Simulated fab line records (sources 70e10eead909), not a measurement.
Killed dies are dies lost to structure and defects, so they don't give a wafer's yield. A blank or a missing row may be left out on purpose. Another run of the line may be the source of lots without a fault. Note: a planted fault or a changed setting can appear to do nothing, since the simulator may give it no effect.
fab line records | flow nand-harc | part 1 of 2: steps 1 to 22 of 32
[record] lots = 5 | wafers = 15 | last-day = 33
route steps=1302 shown A_STAIRCASE@821
lots untouched by any fault: they come from a run of this same line in which no faults occurred
start-h: the number of hours between the record's first day and the start of the first shown wafer of the lot | wait-h: how many hours have passed since the lot's step before this one | " identical to the entry in the row above | L1.1+2: a row that stands for several wafers | - no value present, or no start provided | * or withheld: withheld | < > ~ a bound
route shown NAME@n: names a module that has steps shown in the file, with the first one's number in the route | usual: mean and standard deviation over wafers with no fault | same: alike in all rows | chamber/n: place in a boat | sites: each site's reading | _std_site: their standard deviation | _edge_site: inner sites' mean taken away from outer sites' mean | radius-mm: for every site, how far away it sits from the centre of the wafer | mask NAME#n: copy n | behind: the last tool/chamber to shape the wafer | hold: why the lot was held/for how many hours/how that ended | device: whichever transistor did not switch (one of n, p or np) | end of line: tests run on the same wafers once the route is complete | for a step that has no rows: nothing shown but its recipe | killed: at the first sort, the dies lost to defects and structure; wafer yield is something else | map: dies across one wafer; x = killed, . = not, _ = none there
set.NAME: the setting that was run; set.NAME@STEP: the one run at that earlier step | model.NAME: the simulator's own value behind a step, which no gauge read
lots at selected steps of the route; one table per step, one row per wafer
services: a tool's chamber out of use, with start hour (start-h, from the record's first day; less than 0 if before it), hours out, and reason
[[steps]]
[step NHARC_A_STAIRCASE_HMDS_303]
[recipe] time-s = 30
lot.wafer  | tool           | chamber | start-h | wait-h
L074.1+4+5 | litho-track-02 | 0       | -       | -
L081.3+4+5 | litho-track-03 | 0       | -       | -
L092.1+3+4 | litho-track-03 | 0       | -       | -
L097.4+5+6 | litho-track-03 | 0       | -       | -
L096.3+4+5 | litho-track-03 | 0       | -       | -
[step NHARC_A_STAIRCASE_COAT_304]
[recipe] spin-rpm = 1200
[usual] spin-speed-rpm = 1200.2/0.76
lot.wafer | tool           | chamber | start-h | wait-h | spin-speed-rpm
L074.1    | litho-track-02 | 0       | -       | -      | 1198.7
L074.4    | "              | 0       | "       | "      | 1199.6
L074.5    | "              | 0       | "       | "      | 1200.0
L081.3    | litho-track-03 | 0       | -       | -      | 1199.7
L081.4    | "              | 0       | "       | "      | 1199.6
L081.5    | "              | 0       | "       | "      | 1198.9
L092.1    | litho-track-03 | 0       | -       | -      | 1199.2
L092.3    | "              | 0       | "       | "      | 1201.0
L092.4    | "              | 0       | "       | "      | 1200.6
L097.4    | litho-track-03 | 0       | -       | -      | 1200.8
L097.5    | "              | 0       | "       | "      | 1200.0
L097.6    | "              | 0       | "       | "      | 1200.3
L096.3    | litho-track-03 | 0       | -       | -      | 1201.8
L096.4    | "              | 0       | "       | "      | 1200.9
L096.5    | "              | 0       | "       | "      | 1200.2
[step NHARC_A_STAIRCASE_SOFTBAKE_305]
[recipe] temp-c = 135 | time-s = 170
[usual] plate-temp-C = 134.99/0.14
lot.wafer | tool           | chamber | start-h | wait-h | plate-temp-C
L074.1    | litho-track-02 | 0       | -       | -      | 134.95
L074.4    | "              | 0       | "       | "      | 135.08
L074.5    | "              | 0       | "       | "      | 134.87
L081.3    | litho-track-03 | 0       | -       | -      | 134.75
L081.4    | "              | 0       | "       | "      | 134.84
L081.5    | "              | 0       | "       | "      | 134.76
L092.1    | litho-track-03 | 0       | -       | -      | 134.82
L092.3    | "              | 0       | "       | "      | 134.88
L092.4    | "              | 0       | "       | "      | 134.98
L097.4    | litho-track-03 | 0       | -       | -      | 134.89
L097.5    | "              | 0       | "       | "      | 135.09
L097.6    | "              | 0       | "       | "      | 134.93
L096.3    | litho-track-03 | 0       | -       | -      | 135.02
L096.4    | "              | 0       | "       | "      | 135.02
L096.5    | "              | 0       | "       | "      | 135.05
[step NHARC_A_STAIRCASE_EBR_306]
lot.wafer  | tool           | chamber | start-h | wait-h
L074.1+4+5 | litho-track-02 | 0       | -       | -
L081.3+4+5 | litho-track-03 | 0       | -       | -
L092.1+3+4 | litho-track-03 | 0       | -       | -
L097.4+5+6 | litho-track-03 | 0       | -       | -
L096.3+4+5 | litho-track-03 | 0       | -       | -
[step NHARC_A_STAIRCASE_EXPOSE_307]
[recipe] na = 0.5 | dose-mj = 45.72 | mask-id = CHOP_50
[usual] stage-vel-mm-s = 499.97/0.26
lot.wafer | tool           | chamber | start-h | wait-h | mask      | stage-vel-mm-s
L074.1    | krf-scanner-01 | 0       | 386.50  | -      | CHOP_50#0 | 500.18
L074.4    | "              | 0       | "       | "      | CHOP_50#0 | 499.95
L074.5    | "              | 0       | "       | "      | CHOP_50#0 | 499.97
L081.3    | krf-scanner-02 | 0       | 449.35  | -      | CHOP_50#0 | 499.58
L081.4    | "              | 0       | "       | "      | CHOP_50#0 | 499.65
L081.5    | "              | 0       | "       | "      | CHOP_50#0 | 499.62
L092.1    | krf-scanner-01 | 0       | 577.54  | -      | CHOP_50#0 | 500.06
L092.3    | "              | 0       | "       | "      | CHOP_50#0 | 500.42
L092.4    | "              | 0       | "       | "      | CHOP_50#0 | 500.62
L097.4    | krf-scanner-01 | 0       | 618.44  | -      | CHOP_50#0 | 500.04
L097.5    | "              | 0       | "       | "      | CHOP_50#0 | 500.03
L097.6    | "              | 0       | "       | "      | CHOP_50#0 | 499.92
L096.3    | krf-scanner-04 | 0       | 624.74  | -      | CHOP_50#0 | 499.92
L096.4    | "              | 0       | "       | "      | CHOP_50#0 | 499.77
L096.5    | "              | 0       | "       | "      | CHOP_50#0 | 500.02
[step NHARC_A_STAIRCASE_PEB_308]
[recipe] peb-temp-c = 115 | peb-time-s = 130
[usual] plate-temp-C = 115.01/0.13
lot.wafer | tool           | chamber | start-h | wait-h | plate-temp-C
L074.1    | litho-track-02 | 0       | 386.56  | 0.1    | 115.07
L074.4    | "              | 0       | "       | "      | 115.02
L074.5    | "              | 0       | "       | "      | 115.06
L081.3    | litho-track-03 | 0       | 449.40  | 0.1    | 115.04
L081.4    | "              | 0       | "       | "      | 115.26
L081.5    | "              | 0       | "       | "      | 115.00
L092.1    | litho-track-03 | 0       | 577.61  | 0.1    | 114.97
L092.3    | "              | 0       | "       | "      | 115.09
L092.4    | "              | 0       | "       | "      | 115.08
L097.4    | litho-track-02 | 0       | 618.49  | 0.0    | 115.15
L097.5    | "              | 0       | "       | "      | 115.03
L097.6    | "              | 0       | "       | "      | 115.14
L096.3    | litho-track-02 | 0       | 624.80  | 0.1    | 115.27
L096.4    | "              | 0       | "       | "      | 115.01
L096.5    | "              | 0       | "       | "      | 115.10
[step NHARC_A_STAIRCASE_DEVELOP_309]
[recipe] time-s = 140
lot.wafer  | tool           | chamber | start-h | wait-h
L074.1+4+5 | litho-track-02 | 0       | -       | -
L081.3+4+5 | litho-track-03 | 0       | -       | -
L092.1+3+4 | litho-track-03 | 0       | -       | -
L097.4+5+6 | litho-track-02 | 0       | -       | -
L096.3+4+5 | litho-track-02 | 0       | -       | -
[step NHARC_A_STAIRCASE_HARDBAKE_311]
[recipe] temp-c = 120 | time-s = 140
lot.wafer  | tool           | chamber | start-h | wait-h
L074.1+4+5 | litho-track-07 | 0       | 386.78  | -
L081.3+4+5 | litho-track-02 | 0       | 449.63  | -
L092.1+3+4 | litho-track-03 | 0       | 577.83  | -
L097.4+5+6 | litho-track-02 | 0       | 618.72  | -
L096.3+4+5 | litho-track-02 | 0       | 625.02  | -
[step NHARC_A_STAIRCASE_DESCUM_312]
[recipe] time-s = 3 | o2-flow-sccm = 200 | ar-flow-sccm = 0 | bias-power-w = 0 | chemistry = O2
[usual] drypump-motor-current-A = 5.8/0.45 | oes-product-au = 1.003/0.008 | rf-vpp-V = 57.7/0.96 | showerhead-plenum-p-Torr = 1.90/0.077 | throttle-valve-pct = 11.310/0.0086
lot.wafer | tool        | chamber | start-h | wait-h | drypump-motor-current-A | oes-product-au | rf-hours-counter-h | rf-vpp-V | showerhead-plenum-p-Torr | throttle-valve-pct
L074.4    | rie-diel-12 | 3       | 386.89  | -      | 6.2                     | 0.992          | 37                 | 56.6     | 1.80                     | 11.321
L074.1    | "           | 0       | "       | "      | 6.2                     | 1.003          | 29                 | 56.7     | 1.85                     | 11.312
L074.5    | "           | 2       | "       | "      | 5.6                     | 0.999          | -                  | 57.3     | 1.93                     | 11.323
L081.4    | rie-diel-03 | 1       | 449.72  | -      | 5.7                     | 1.001          | 54                 | 59.3     | 1.94                     | 11.312
L081.3    | "           | 2       | "       | "      | 5.0                     | 0.995          | 53                 | 58.6     | 1.91                     | 11.298
L081.5    | "           | 1       | "       | "      | 5.7                     | 0.998          | -                  | 56.5     | 1.94                     | 11.311
L092.4    | rie-diel-12 | 2       | 577.92  | -      | 5.6                     | 0.985          | 40                 | 56.8     | 1.91                     | 11.321
L092.3    | "           | 3       | "       | "      | 6.1                     | 1.007          | 45                 | 58.2     | 1.78                     | 11.319
L092.1    | "           | 1       | "       | "      | 6.2                     | 1.009          | 41                 | 57.1     | 1.91                     | 11.303
L097.4    | rie-diel-05 | 0       | 618.81  | -      | 5.7                     | 1.007          | 7                  | 58.2     | 1.88                     | 11.308
L097.5    | "           | 3       | "       | "      | 5.7                     | 0.998          | -                  | 56.4     | 1.95                     | 11.320
L097.6    | "           | 0       | "       | "      | 5.7                     | 0.999          | -                  | 57.6     | 1.88                     | 11.309
L096.4    | rie-diel-03 | 1       | 626.57  | -      | 5.7                     | 1.004          | 46                 | 57.6     | 1.92                     | 11.313
L096.3    | "           | 2       | "       | "      | 4.9                     | 1.006          | 54                 | 58.5     | 1.89                     | 11.309
L096.5    | "           | 1       | "       | "      | 5.7                     | 0.993          | -                  | 56.2     | 1.92                     | 11.316
[step NHARC_A_STAIRCASE_ETCH_313]
[recipe] cf4-flow-sccm = 100 | chf3-flow-sccm = 30 | ar-flow-sccm = 0 | rf-w = 500 | bias-w = 200 | chemistry = CF4/CHF3
[usual] chf3-flow-sccm = 29.99/0.096 | drypump-motor-current-A = 5.8/0.45 | oes-product-au = 0.932/0.014 | rf-vpp-V = 370.2/2.2 | showerhead-plenum-p-Torr = 1.56/0.061 | throttle-valve-pct = 16.803/0.0091
lot.wafer | tool        | chamber | start-h | wait-h | chf3-flow-sccm | drypump-motor-current-A | oes-product-au | rf-hours-counter-h | rf-vpp-V | showerhead-plenum-p-Torr | throttle-valve-pct
L074.4    | rie-diel-12 | 0       | 386.97  | 0.1    | 29.93          | 6.2                     | 0.992          | 29                 | 368.6    | 1.52                     | 16.816
L074.1    | "           | 1       | "       | "      | 30.09          | 6.2                     | 0.954          | 29                 | 369.9    | 1.59                     | 16.813
L074.5    | "           | 0       | "       | "      | 30.02          | 6.2                     | 0.988          | -                  | 368.6    | 1.52                     | 16.809
L081.3    | rie-diel-03 | 3       | 449.80  | 0.1    | 30.01          | 5.9                     | 0.921          | 49                 | 366.1    | 1.46                     | 16.798
L081.4    | "           | 2       | "       | "      | 30.06          | 4.9                     | 0.933          | 53                 | 372.4    | 1.57                     | 16.803
L081.5    | "           | 3       | "       | "      | 29.75          | 5.9                     | 0.910          | -                  | 367.2    | 1.46                     | 16.802
L092.4    | rie-diel-12 | 1       | 578.00  | 0.1    | 29.96          | 6.2                     | 0.932          | 41                 | 370.6    | 1.57                     | 16.787
L092.1    | "           | 2       | "       | "      | 30.11          | 5.6                     | 0.921          | 40                 | 370.7    | 1.57                     | 16.817
L092.3    | "           | 0       | "       | "      | 30.12          | 6.2                     | 0.933          | 42                 | 367.2    | 1.51                     | 16.806
L097.4    | rie-diel-05 | 1       | 618.90  | 0.1    | 30.06          | 6.1                     | 0.918          | 7                  | 368.2    | 1.46                     | 16.811
L097.5    | "           | 3       | "       | "      | 29.95          | 5.8                     | 0.917          | -                  | 371.1    | 1.60                     | 16.812
L097.6    | "           | 0       | "       | "      | 29.96          | 5.7                     | 0.931          | -                  | 369.9    | 1.54                     | 16.802
L096.4    | rie-diel-03 | 3       | 626.81  | 0.2    | 29.95          | 5.9                     | 0.922          | 53                 | 375.0    | 1.69                     | 16.791
L096.3    | "           | 0       | "       | "      | 29.79          | 6.5                     | 0.927          | 53                 | 371.4    | 1.61                     | 16.808
L096.5    | "           | 2       | "       | "      | 30.02          | 4.9                     | 0.933          | -                  | 370.4    | 1.56                     | 16.806
[step NHARC_A_STAIRCASE_HM_OPEN_463]
[recipe] o2-flow-sccm = 400 | cos-flow-sccm = 20 | ar-flow-sccm = 0 | rf-w = 500 | bias-w = 300 | chemistry = O2/COS
[usual] drypump-motor-current-A = 5.9/0.45 | oes-product-au = 1.001/0.0086 | rf-vpp-V = 466.8/2.7 | showerhead-plenum-p-Torr = 3.11/0.12 | throttle-valve-pct = 28.330/0.0086
lot.wafer | tool        | chamber | start-h | wait-h | drypump-motor-current-A | oes-product-au | rf-hours-counter-h | rf-vpp-V | showerhead-plenum-p-Torr | throttle-valve-pct
L074.4    | rie-diel-12 | 2       | -       | -      | 5.6                     | 0.993          | 35                 | 468.4    | 3.15                     | 28.326
L074.1    | "           | 0       | "       | "      | 6.2                     | 1.000          | 29                 | 463.1    | 3.02                     | 28.338
L074.5    | "           | 2       | "       | "      | 5.6                     | 0.997          | -                  | 468.3    | 3.15                     | 28.336
L081.4    | rie-diel-03 | 2       | -       | -      | 5.0                     | 0.996          | 53                 | 466.6    | 3.12                     | 28.321
L081.3    | "           | 3       | "       | "      | 5.9                     | 0.993          | 49                 | 462.4    | 2.89                     | 28.340
L081.5    | "           | 2       | "       | "      | 4.9                     | 1.003          | -                  | 466.8    | 3.12                     | 28.328
L092.4    | rie-diel-12 | 2       | -       | -      | 5.6                     | 1.002          | 40                 | 467.3    | 3.12                     | 28.335
L092.1    | "           | 3       | "       | "      | 6.1                     | 1.001          | 45                 | 462.6    | 2.92                     | 28.332
L092.3    | "           | 1       | "       | "      | 6.2                     | 0.996          | 41                 | 466.7    | 3.12                     | 28.322
L097.4    | rie-diel-05 | 1       | -       | -      | 6.1                     | 0.988          | 7                  | 461.5    | 2.90                     | 28.325
L097.6    | "           | 1       | "       | "      | 6.2                     | 0.990          | -                  | 461.7    | 2.90                     | 28.323
L097.5    | "           | 2       | "       | "      | 5.4                     | 0.996          | -                  | 465.9    | 3.08                     | 28.340
L096.3    | rie-diel-03 | 3       | -       | -      | 5.9                     | 0.999          | 53                 | 470.9    | 3.35                     | 28.327
L096.4    | "           | 0       | "       | "      | 6.5                     | 1.015          | 53                 | 470.9    | 3.19                     | 28.325
L096.5    | "           | 3       | "       | "      | 5.9                     | 1.007          | -                  | 472.3    | 3.35                     | 28.322
[step NHARC_A_STAIRCASE_STRIP_464]
[recipe] o2-flow-sccm = 400 | cos-flow-sccm = 20 | ar-flow-sccm = 0 | bias-w = 0 | chemistry = O2/COS
lot.wafer  | tool        | chamber | start-h | wait-h
L074.4+1+5 | rie-diel-12 | 3,2,3   | -       | -
L081.3+4+5 | rie-diel-03 | 1,2,3   | -       | -
L092.3+1+4 | rie-diel-12 | 0,2,3   | -       | -
L097.4+6+5 | rie-diel-05 | 0,2,3   | -       | -
L096.4+3+5 | rie-diel-03 | 1,0,2   | -       | -
[step NHARC_A_STAIRCASE_ETCH_453]
[recipe] target-depth-a = 300 | overetch-a = 30 | time-s = 16.5 | ion-energy-ev = 100 | cf4-flow-sccm = 80 | o2-flow-sccm = 20 | ar-flow-sccm = 0 | rf-w = 300 | bias-w = 100 | chemistry = CF4/O2
[usual] drypump-motor-current-A = 5.8/0.45 | oes-product-au = 1.002/0.008 | rf-vpp-V = 197.7/1.4 | showerhead-plenum-p-Torr = 1.33/0.054 | throttle-valve-pct = 13.398/0.0089
lot.wafer | tool        | chamber | start-h | wait-h | drypump-motor-current-A | oes-product-au | rf-hours-counter-h | rf-vpp-V | showerhead-plenum-p-Torr | throttle-valve-pct
L074.4    | rie-diel-12 | 0       | -       | -      | 6.2                     | 1.011          | 29                 | 195.7    | 1.29                     | 13.407
L074.1    | "           | 3       | "       | "      | 6.1                     | 0.992          | 37                 | 195.6    | 1.26                     | 13.409
L074.5    | "           | 1       | "       | "      | 6.2                     | 0.981          | -                  | 197.2    | 1.35                     | 13.400
L081.3    | rie-diel-03 | 1       | -       | -      | 5.7                     | 1.013          | 54                 | 197.9    | 1.35                     | 13.387
L081.4    | "           | 2       | "       | "      | 4.9                     | 1.004          | 53                 | 197.3    | 1.33                     | 13.386
L081.5    | "           | 2       | "       | "      | 5.0                     | 1.003          | -                  | 197.9    | 1.33                     | 13.392
L092.1    | rie-diel-12 | 3       | -       | -      | 6.1                     | 0.997          | 45                 | 195.9    | 1.24                     | 13.393
L092.3    | "           | 1       | "       | "      | 6.2                     | 0.995          | 41                 | 197.1    | 1.33                     | 13.396
L092.4    | "           | 2       | "       | "      | 5.6                     | 0.992          | 40                 | 200.2    | 1.33                     | 13.412
L097.4    | rie-diel-05 | 0       | -       | -      | 5.7                     | 1.006          | 7                  | 195.7    | 1.31                     | 13.387
L097.6    | "           | 2       | "       | "      | 5.4                     | 0.998          | -                  | 196.3    | 1.32                     | 13.402
L097.5    | "           | 3       | "       | "      | 5.7                     | 1.006          | -                  | 197.6    | 1.36                     | 13.399
L096.3    | rie-diel-03 | 3       | -       | -      | 5.9                     | 0.992          | 53                 | 200.3    | 1.43                     | 13.391
L096.4    | "           | 1       | "       | "      | 5.7                     | 1.013          | 47                 | 198.1    | 1.34                     | 13.386
L096.5    | "           | 0       | "       | "      | 6.5                     | 1.009          | -                  | 199.2    | 1.37                     | 13.387
[step NHARC_A_STAIRCASE_ETCH_315]
[recipe] target-depth-a = 25000 | time-s = 607.1 | ion-energy-ev = 800 | c4f8-flow-sccm = 80 | o2-flow-sccm = 60 | ar-flow-sccm = withheld | rf-w = 600 | bias-w = 3000 | chemistry = C4F8/O2/Ar
[usual] oes-product-au = 0.933/0.0096 | rf-vpp-V = 1825/10
lot.wafer | tool        | chamber | start-h | wait-h | oes-product-au | rf-hours-counter-h | rf-vpp-V
L074.4    | rie-diel-12 | 3       | -       | -      | 0.930          | 37                 | 1814
L074.1    | "           | 1       | "       | "      | 0.950          | 29                 | 1830
L074.5    | "           | 3       | "       | "      | 0.926          | -                  | 1812
L081.4    | rie-diel-03 | 1       | -       | -      | 0.947          | 54                 | 1829
L081.3    | "           | 3       | "       | "      | 0.934          | 49                 | 1807
L081.5    | "           | 2       | "       | "      | 0.932          | -                  | 1826
L092.4    | rie-diel-12 | 2       | -       | -      | 0.928          | 40                 | 1827
L092.3    | "           | 0       | "       | "      | 0.925          | 42                 | 1816
L092.1    | "           | 1       | "       | "      | 0.933          | 41                 | 1827
L097.4    | rie-diel-05 | 1       | -       | -      | 0.912          | 7                  | 1808
L097.6    | "           | 2       | "       | "      | 0.916          | -                  | 1822
L097.5    | "           | 3       | "       | "      | 0.923          | -                  | 1831
L096.4    | rie-diel-03 | 0       | -       | -      | 0.937          | 53                 | 1834
L096.3    | "           | 1       | "       | "      | 0.927          | 47                 | 1828
L096.5    | "           | 3       | "       | "      | 0.926          | -                  | 1846
[step NHARC_A_STAIRCASE_STRIP_316]
[recipe] o2-flow-sccm = 500 | ar-flow-sccm = 0 | bias-w = 0 | chemistry = O2
[usual] drypump-motor-current-A = 5.8/0.46 | oes-product-au = 1.002/0.0098 | rf-vpp-V = 57.8/0.87 | showerhead-plenum-p-Torr = 3.51/0.14 | throttle-valve-pct = 17.036/0.0095
lot.wafer | tool        | chamber | start-h | wait-h | drypump-motor-current-A | oes-product-au | rf-hours-counter-h | rf-vpp-V | showerhead-plenum-p-Torr | throttle-valve-pct
L074.4    | rie-diel-12 | 1       | -       | -      | 6.2                     | 0.995          | 29                 | 58.5     | 3.56                     | 17.021
L074.1    | "           | 3       | "       | "      | 6.1                     | 0.975          | 38                 | 57.8     | 3.34                     | 17.032
L074.5    | "           | 0       | "       | "      | 6.2                     | 1.011          | -                  | 57.2     | 3.41                     | 17.032
L081.3    | rie-diel-03 | 3       | -       | -      | 5.9                     | 0.998          | 49                 | 56.8     | 3.27                     | 17.053
L081.4    | "           | 2       | "       | "      | 4.9                     | 1.002          | 53                 | 57.8     | 3.53                     | 17.029
L081.5    | "           | 0       | "       | "      | 6.5                     | 1.004          | -                  | 57.6     | 3.64                     | 17.045
L092.3    | rie-diel-12 | 0       | -       | -      | 6.2                     | 0.998          | 43                 | 58.5     | 3.38                     | 17.038
L092.1    | "           | 1       | "       | "      | 6.2                     | 1.001          | 41                 | 57.8     | 3.53                     | 17.043
L092.4    | "           | 3       | "       | "      | 6.1                     | 1.014          | 45                 | 58.2     | 3.30                     | 17.030
L097.4    | rie-diel-05 | 2       | -       | -      | 5.4                     | 1.005          | 7                  | 57.9     | 3.48                     | 17.037
L097.5    | "           | 1       | "       | "      | 6.1                     | 0.999          | -                  | 56.9     | 3.28                     | 17.045
L097.6    | "           | 2       | "       | "      | 5.4                     | 0.996          | -                  | 58.1     | 3.48                     | 17.033
L096.4    | rie-diel-03 | 1       | -       | -      | 5.7                     | 1.007          | 47                 | 57.4     | 3.54                     | 17.036
L096.3    | "           | 2       | "       | "      | 5.0                     | 1.015          | 55                 | 57.3     | 3.50                     | 17.039
L096.5    | "           | 2       | "       | "      | 4.9                     | 1.017          | -                  | 56.5     | 3.50                     | 17.061
[step NHARC_A_STAIRCASE_STRIP_317]
[recipe] time-s = 900 | temp-c = 130 | chemistry = SPM
[usual] bath-heat-duty-pct = 15.1/1.6
lot.wafer | tool         | chamber | start-h | wait-h | bath-heat-duty-pct
L074.5    | wet-bench-06 | 2       | 388.22  | -      | 12.0
L074.1    | "            | 4       | "       | "      | 15.5
L074.4    | "            | 5       | "       | "      | 16.5
L081.4    | wet-bench-02 | 5       | 451.22  | -      | 16.3
L081.3    | "            | 7       | "       | "      | 14.5
L081.5    | "            | 0       | "       | "      | 17.5
L092.1    | wet-bench-05 | 2       | 579.61  | -      | 17.0
L092.3    | "            | 4       | "       | "      | 13.0
L092.4    | "            | 5       | "       | "      | 14.0
L097.4    | wet-bench-02 | 7       | 620.15  | -      | 14.9
L097.5    | "            | 3       | "       | "      | 15.6
L097.6    | "            | 4       | "       | "      | 12.6
L096.5    | wet-bench-02 | 6       | 628.14  | -      | 16.8
L096.3    | "            | 1       | "       | "      | 14.7
L096.4    | "            | 2       | "       | "      | 14.0
[step NHARC_A_STAIRCASE_PRECLEAN_318]
[recipe] time-s = * | temp-c = 50 | bath-age-min = 0 | chemistry = SC1
[usual] bath-heat-duty-pct = 7.2/0.86
lot.wafer | tool         | chamber | start-h | wait-h | bath-heat-duty-pct
L074.5    | wet-bench-06 | 2       | -       | -      | 5.0
L074.1    | "            | 4       | "       | "      | 6.7
L074.4    | "            | 5       | "       | "      | 7.6
L081.4    | wet-bench-02 | 5       | -       | -      | 8.1
L081.3    | "            | 7       | "       | "      | 6.3
L081.5    | "            | 0       | "       | "      | 7.3
L092.1    | wet-bench-05 | 2       | -       | -      | 8.2
L092.3    | "            | 4       | "       | "      | 7.1
L092.4    | "            | 5       | "       | "      | 6.6
L097.4    | wet-bench-02 | 7       | -       | -      | 6.6
L097.5    | "            | 3       | "       | "      | 7.1
L097.6    | "            | 4       | "       | "      | 6.0
L096.5    | wet-bench-02 | 6       | -       | -      | 7.2
L096.3    | "            | 1       | "       | "      | 7.8
L096.4    | "            | 2       | "       | "      | 6.6
[step NHARC_A_STAIRCASE_SRD_329]
lot.wafer  | tool         | chamber | start-h | wait-h
L074.5+1+4 | wet-bench-06 | 2,4,5   | -       | -
L081.4+3+5 | wet-bench-02 | 5,7,0   | -       | -
L092.1+3+4 | wet-bench-05 | 2,4,5   | -       | -
L097.4+5+6 | wet-bench-02 | 7,3,4   | -       | -
L096.5+3+4 | wet-bench-02 | 6,1,2   | -       | -
[step NHARC_A_STAIRCASE_ALD_415]
[recipe] target-thk-a = 300 | pulse-time-s = 6 | ald-cycles = 300 | temp-c = 300 | material = SiO2
[usual] heater-power-w = 455/27 | precursor-pulse-height-rel = 1.001/0.02
lot.wafer | tool      | chamber | start-h | wait-h | heater-power-w | precursor-pulse-height-rel
L074.1    | ald-hk-04 | 0       | 390.62  | 1.9    | 464            | 1.012
L074.4    | "         | 1       | "       | "      | 428            | 1.004
L074.5    | "         | 3       | "       | "      | 466            | 0.988
L081.4    | ald-hk-04 | 2       | 451.97  | 0.3    | 493            | 1.005
L081.3    | "         | 3       | "       | "      | 472            | 0.976
L081.5    | "         | 1       | "       | "      | 400            | 1.002
L092.1    | ald-hk-02 | 2       | 580.45  | 0.4    | 447            | 0.974
L092.3    | "         | 3       | "       | "      | 475            | 0.982
L092.4    | "         | 0       | "       | "      | 398            | 1.024
L097.4    | ald-hk-04 | 3       | 622.54  | 1.9    | 464            | 1.000
L097.6    | "         | 3       | "       | "      | 472            | 1.024
L097.5    | "         | 0       | "       | "      | 472            | 1.000
L096.3    | ald-hk-02 | 2       | 628.65  | 0.1    | 449            | 0.999
L096.4    | "         | 0       | "       | "      | 406            | 0.998
L096.5    | "         | 3       | "       | "      | 457            | 1.010
[step NHARC_A_STAIRCASE_ETCHBACK_416]
[recipe] target-depth-a = 360 | time-s = 7.2 | c4f8-flow-sccm = withheld | o2-flow-sccm = 8 | ar-flow-sccm = withheld | rf-w = 600 | bias-w = 800 | chemistry = C4F8/O2/Ar
[usual] oes-product-au = 0.935/0.025 | rf-vpp-V = 723/4
lot.wafer | tool        | chamber | start-h | wait-h | oes-product-au | rf-hours-counter-h | rf-vpp-V
L074.4    | rie-diel-12 | 2       | -       | -      | 0.927          | 36                 | 724
L074.1    | "           | 1       | "       | "      | 0.922          | 30                 | 724
L074.5    | "           | 2       | "       | "      | 0.917          | -                  | 724
L081.3    | rie-diel-03 | 1       | -       | -      | 0.942          | 55                 | 725
L081.4    | "           | 1       | "       | "      | 0.954          | -                  | 726
L081.5    | "           | 3       | "       | "      | 0.940          | -                  | 715
L092.3    | rie-diel-05 | 3       | -       | -      | 0.921          | 52                 | 725
L092.4    | "           | 1       | "       | "      | 0.910          | 55                 | 717
L092.1    | "           | 2       | "       | "      | 0.940          | 48                 | 723
L097.4    | rie-diel-03 | 3       | -       | -      | 0.926          | 53                 | 730
L097.6    | "           | 3       | "       | "      | 0.925          | -                  | 731
L097.5    | "           | 0       | "       | "      | 0.930          | -                  | 725
L096.3    | rie-diel-05 | 3       | -       | -      | 0.994          | 11                 | 726
L096.4    | "           | 0       | "       | "      | 0.995          | 14                 | 721
L096.5    | "           | 3       | "       | "      | 1.003          | -                  | 725
[step NHARC_A_STAIRCASE_STRIP_476]
[recipe] time-s = 20 | o2-flow-sccm = 500 | ar-flow-sccm = 0 | bias-w = 0 | chemistry = O2
[usual] drypump-motor-current-A = 5.8/0.42 | oes-product-au = 1.002/0.0099 | rf-vpp-V = 57.8/0.87 | showerhead-plenum-p-Torr = 3.51/0.14 | throttle-valve-pct = 17.036/0.009
lot.wafer | tool        | chamber | start-h | wait-h | drypump-motor-current-A | oes-product-au | rf-hours-counter-h | rf-vpp-V | showerhead-plenum-p-Torr | throttle-valve-pct
L074.4    | rie-diel-12 | 3       | 392.54  | 0.1    | 6.2                     | 0.981          | 39                 | 58.1     | 3.34                     | 17.034
L074.1    | "           | 1       | "       | "      | 6.2                     | 0.989          | 30                 | 57.5     | 3.56                     | 17.045
L074.5    | "           | 0       | "       | "      | 6.2                     | 1.011          | -                  | 58.3     | 3.41                     | 17.040
L081.3    | rie-diel-03 | 0       | 453.95  | 0.1    | 6.6                     | 1.022          | 49                 | 58.3     | 3.64                     | 17.042
L081.4    | "           | 0       | "       | "      | 6.5                     | 1.004          | -                  | 58.1     | 3.64                     | 17.028
L081.5    | "           | 1       | "       | "      | 5.7                     | 1.009          | -                  | 59.4     | 3.57                     | 17.045
L092.4    | rie-diel-05 | 1       | 582.75  | 0.1    | 6.2                     | 0.987          | 55                 | 55.7     | 3.29                     | 17.031
L092.1    | "           | 2       | "       | "      | 5.4                     | 1.009          | 48                 | 57.8     | 3.49                     | 17.034
L092.3    | "           | 3       | "       | "      | 5.7                     | 0.987          | 52                 | 58.2     | 3.60                     | 17.032
L097.4    | rie-diel-03 | 3       | 626.78  | 0.3    | 5.9                     | 1.005          | 53                 | 57.8     | 3.78                     | 17.030
L097.6    | "           | 2       | "       | "      | 5.0                     | 1.016          | -                  | 57.6     | 3.50                     | 17.036
L097.5    | "           | 3       | "       | "      | 5.9                     | 1.015          | -                  | 58.9     | 3.78                     | 17.043
L096.3    | rie-diel-05 | 1       | 630.80  | 0.1    | 6.1                     | 0.991          | 14                 | 56.4     | 3.28                     | 17.041
L096.4    | "           | 2       | "       | "      | 5.4                     | 0.997          | 11                 | 56.2     | 3.48                     | 17.042
L096.5    | "           | 1       | "       | "      | 6.1                     | 0.994          | -                  | 56.1     | 3.28                     | 17.045
[step NHARC_A_STAIRCASE_DEP_417]
[recipe] target-thk-a = 600 | step-coverage-pct = 20 | temp-c = 400 | target-thk-nm = 60 | flow-sccm = 200 | rf-w = 450 | material = Si3N4
[usual] heater-power-w = 718/73
lot.wafer | tool     | chamber | start-h | wait-h | heater-power-w
L074.1    | pecvd-01 | 2       | 392.69  | -      | 776
L074.4    | "        | 1       | "       | "      | 648
L074.5    | "        | 2       | "       | "      | 809
L081.3    | pecvd-01 | 0       | 454.04  | -      | 648
L081.4    | "        | 0       | "       | "      | 633
L081.5    | "        | 2       | "       | "      | 803
L092.3    | pecvd-01 | 0       | 582.86  | -      | 703
L092.1    | "        | 2       | "       | "      | 807
L092.4    | "        | 2       | "       | "      | 808
L097.5    | pecvd-02 | 2       | 627.01  | -      | 609
L097.6    | "        | 0       | "       | "      | 848
L097.4    | "        | 1       | "       | "      | 766
L096.3    | pecvd-04 | 1       | 630.99  | -      | 721
L096.4    | "        | 2       | "       | "      | 717
L096.5    | "        | 0       | "       | "      | 678
